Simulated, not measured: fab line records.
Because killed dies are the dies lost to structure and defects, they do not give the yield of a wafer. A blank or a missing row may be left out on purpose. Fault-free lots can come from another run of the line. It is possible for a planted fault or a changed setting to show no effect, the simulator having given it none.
Matching of chambers	flow nand_harc	NHARC_A_SLIT_ETCH_24 on rie_diel-06: 4 sister chambers
The step etches the open film in CF4/CHF3, target depth 121 nm, time 60.5 s. 18 wafers are shown with their chamber, then 9 later ones without.

## WAFERS PAIRED WITH THEIR CHAMBERS
wafer	chamber	drypump_motor_current_A (A)	rf_vpp_V (V)	cf4_flow_sccm (sccm)
L077.1	0	5.4	371.3	100.0
L077.2	3	5.7	371.2	100.0
L077.4	2	6.4	368.2	100.6
L078.1	3	5.7	370.9	100.4
L078.4	1	5.8	369.6	100.1
L078.6	2	6.4	368.6	100.1
L080.1	1	5.8	370.8	100.1
L080.4	3	5.7	370.1	100.3
L080.6	0	5.4	370.3	99.6
L082.1	1	5.7	369.0	100.0
L082.4	0	5.4	369.7	99.6
L082.5	1	5.8	371.2	99.9
L083.1	2	6.4	369.2	99.5
L083.2	0	5.4	372.2	100.1
L083.5	0	5.4	371.2	100.0
L085.1	2	6.4	369.2	100.4
L085.2	0	5.4	372.7	99.7
L085.5	1	5.8	368.8	100.3

SIGNATURES (averages over the wafers above)
reading	chamber 0	chamber 1	chamber 2	chamber 3	scatter within a chamber
drypump_motor_current_A	5.400	5.780	6.400	5.700	0.0239
rf_vpp_V	371.233	369.880	368.800	370.733	0.937
cf4_flow_sccm	99.833	100.080	100.150	100.233	0.283
Rule: a wafer's distance from a chamber is the root of the sum, over the readings, of the square of ((its reading less the chamber's mean) divided by the reading's scatter). If the next closest chamber is less than 2 further off than the closest, the wafer can't be placed; otherwise it belongs to the closest. How the scatter is found: for the shown wafers, subtract from each reading the mean of its chamber, square and add these, divide the total by (wafers less chambers), then take the root.

## WAFERS WITH NO CHAMBER GIVEN
wafer	drypump_motor_current_A (A)	rf_vpp_V (V)	cf4_flow_sccm (sccm)
L089.1	5.4	373.2	100.0
L089.3	5.7	369.9	100.1
L089.6	5.4	370.3	100.5
L094.3	5.8	370.1	100.5
L094.5	6.3	367.6	99.9
L094.6	5.8	368.4	100.2
L095.1	5.4	371.0	100.0
L095.2	5.8	368.8	99.6
L095.3	6.3	369.2	100.3

## WHICH CHAMBER EACH ONE RAN IN
wafer	from the rows above	in truth
L089.1	0	0
L089.3	3	3
L089.6	0	0
L094.3	1	1
L094.5	2	2
L094.6	1	1
L095.1	0	0
L095.2	1	1
L095.3	2	2
Correct placement for 9 of the 9. Left unplaced by these rows: 0. Placed wrongly: 0.
